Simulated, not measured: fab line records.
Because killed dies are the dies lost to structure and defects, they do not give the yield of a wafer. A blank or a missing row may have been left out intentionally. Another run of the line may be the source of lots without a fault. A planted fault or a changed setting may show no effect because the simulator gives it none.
A lot that was struck, set against a sound lot + flow n5_finfet + 25 steps out of a route of 1938
Sound: the wafers L229.2, L229.3, L229.5. Wafers struck: L231.3, L231.5, L231.6. The cause is named last.
Each step with rows lists, per side, the tool, then ch with its chambers, then its first start. Under that, the readings that differ: sound wafers + struck wafers + difference of the means + sigmas: that difference in standard deviations of wafers without a fault.
alike: readings with means less than 2 such deviations apart, plus words and numbers identical on both sides. not compared: withheld readings, readings lacking a value on some wafer, bounds such as >300 that could conceal the same value, and numbers that have no deviation in the record and whose values overlap.
A row with sigmas, a row that says differs or no value, or rows on one side alone: a step with any of these is where the two part. Numbers that don't overlap but have no deviation are shown without sigmas and don't part them. A reading missing from all wafers of one side parts the sides only when that side holds two or more wafers.

N5_BEOL_M6_THK_MEAS_53: measures by xrf.
  sound on film_metro-01, day 10 11:15; struck on film_metro-01, day 10 17:40
  alike: M6_THK
then, 2 steps without rows for these wafers: N5_BEOL_M6_PRE_CLEAN_55 (time 15 s); N5_BEOL_M6_DEP_56 (deposits SiCN from 3MS/NH3, target thk 10 nm, time 17.5 s).
N5_BEOL_M6_RS_MEAS_57: a four-point-probe measurement.
  sound on film_metro-01, day 10 11:25; struck on film_metro-01, day 10 17:49
  alike: M6_RS
N5_BEOL_M6_INSPECT_58: inspects for defects (darkfield).
  sound on defect_inspect-02, day 10 11:26; struck on defect_inspect-01, day 10 17:50
  alike: raw_defect_count
N5_BEOL_M7_ILD_DEP_00: deposits SiCOH lowk from DEMS/porogen, target thk 179.75 nm, time 33.4 s.
  sound on pecvd-03 ch 0,1,2, day 10 11:28; struck on pecvd-04 ch 0,1, day 10 17:52
  alike: heater_power_w, showerhead_plenum_p_Torr, throttle_valve_pct
N5_BEOL_M7_CURE_74: cures SiCOH lowk, time 240 s.
  sound on uv_cure-02 ch 1, day 10 11:37; struck on uv_cure-03 ch 1, day 10 18:05
| reading          | sound             | struck            | difference | sigmas |
|------------------|-------------------|-------------------|------------|--------|
| wafer_temp_C_max | 387.9 387.3 386.9 | 385.9 386.0 385.7 | -1.5       | -3     |
  alike: lamp_power_pct
N5_BEOL_M7_THK_MEAS_01:
  sound on film_metro-02, day 10 12:03; struck on film_metro-02, day 10 18:26
  alike: M7_ILD_THK
then, 1 step without rows for these wafers: N5_BEOL_M7_PECVD_70 (deposits SiO2 from TEOS/O2, target thk 20 nm, time 22.7 s).
N5_BEOL_M7_HM_DEP_02: deposits TiN, target thk 20 nm.
  sound on pvd_sputter-02, day 10 13:17; struck on pvd_sputter-02, day 10 20:13
  alike: throttle_valve_pct
then, 2 steps without rows for these wafers: N5_BEOL_M7_COAT_59 (time 60 s, resist thk 100 nm); N5_BEOL_M7_COAT_60 (time 60 s, resist thk 35 nm).
N5_BEOL_M7_COAT_05: resist thk 90 nm.
  sound on litho_track-04 ch 0, day 10 13:26; struck on litho_track-01 ch 0, day 10 20:21
| reading                                      | sound                | struck               | difference | sigmas |
|----------------------------------------------|----------------------|----------------------|------------|--------|
| spin_speed_rpm (rpm)                         | 1499.7 1499.7 1499.7 | 1554.3 1556.5 1555.0 | +55.6      | +62    |
| model.CAR-ArF_of_BEOL_M7_COAT_05.thk_nm (nm) | 90.2 90.2 90         | 88.4 88.4 88.4       | -1.7       |        |
  alike: exhaust_pa
then, 5 steps without rows for these wafers: N5_BEOL_M7_EBR_07; N5_BEOL_M7_SOFTBAKE_06 (time 60 s); N5_BEOL_M7_EXPOSE_08 (exposes mask M7); N5_BEOL_M7_PEB_09 (peb time 60 s); N5_BEOL_M7_DEVELOP_10 (develop time 30 s).
N5_BEOL_M7_CD_MEAS_11 targets a cd of 38.5 nm.
  sound on cd_sem-03 ch 0, day 10 13:41; struck on cd_sem-02 ch 0, day 10 20:35
  alike: cd_nm
N5_BEOL_M7_OVL_MEAS_12:
  sound on overlay-02 ch 0, day 10 13:43; struck on overlay-02 ch 0, day 10 20:37
  alike: M7_OVL
N5_BEOL_M7_INSPECT_13: inspects for defects (brightfield).
  sound on defect_inspect-01, day 10 13:44; struck on defect_inspect-02, day 10 20:38
  alike: raw_defect_count
N5_BEOL_M7_DESCUM_16: chemistry O2, time 7.9 s.
  sound on rie_diel-05 ch 2,3, day 10 13:58; struck on rie_diel-03 ch 0,1,3, day 10 20:40
  alike: drypump_motor_current_A, oes_product_au, rf_vpp_V, showerhead_plenum_p_Torr, throttle_valve_pct
  not compared: rf_hours_counter_h
N5_BEOL_M7_ETCH_61: etches SiARC in CF4, target depth 45.5 nm, time 75.8 s.
  sound on rie_diel-05 ch 2,3, day 10 14:00; struck on rie_diel-03 ch 0,1,3, day 10 20:43
| reading                                      | sound      | struck         | difference | sigmas |
|----------------------------------------------|------------|----------------|------------|--------|
| model.CAR-ArF_of_BEOL_M7_COAT_05.thk_nm (nm) | 51 51.2 51 | 49.2 49.4 49.2 | -1.8       |        |
  alike: drypump_motor_current_A, etch_rf_on_time_s, oes_product_au, rf_vpp_V, showerhead_plenum_p_Torr, throttle_valve_pct
  not compared: rf_hours_counter_h
N5_BEOL_M7_ETCH_62: etches SOC in N2/H2, target depth 110 nm, overetch 22 nm, time 165 s.
  sound on rie_diel-05 ch 2,3, day 10 14:04; struck on rie_diel-03 ch 0,1,3, day 10 20:46
  alike: drypump_motor_current_A, oes_product_au, rf_vpp_V, showerhead_plenum_p_Torr, throttle_valve_pct
  not compared: rf_hours_counter_h
following that, these wafers have no rows for 1 step: N5_PASSIVATION_PROBE_49.

WHERE THEY PART
Last at N5_BEOL_M7_COAT_05 as far as this record goes, first at N5_BEOL_M7_CURE_74. Later steps at which nothing parts them and some readings are alike: N5_BEOL_M7_CD_MEAS_11, N5_BEOL_M7_OVL_MEAS_12, N5_BEOL_M7_INSPECT_13, N5_BEOL_M7_DESCUM_16, N5_BEOL_M7_ETCH_61, N5_BEOL_M7_ETCH_62.

WHY: whatever the simulator had introduced
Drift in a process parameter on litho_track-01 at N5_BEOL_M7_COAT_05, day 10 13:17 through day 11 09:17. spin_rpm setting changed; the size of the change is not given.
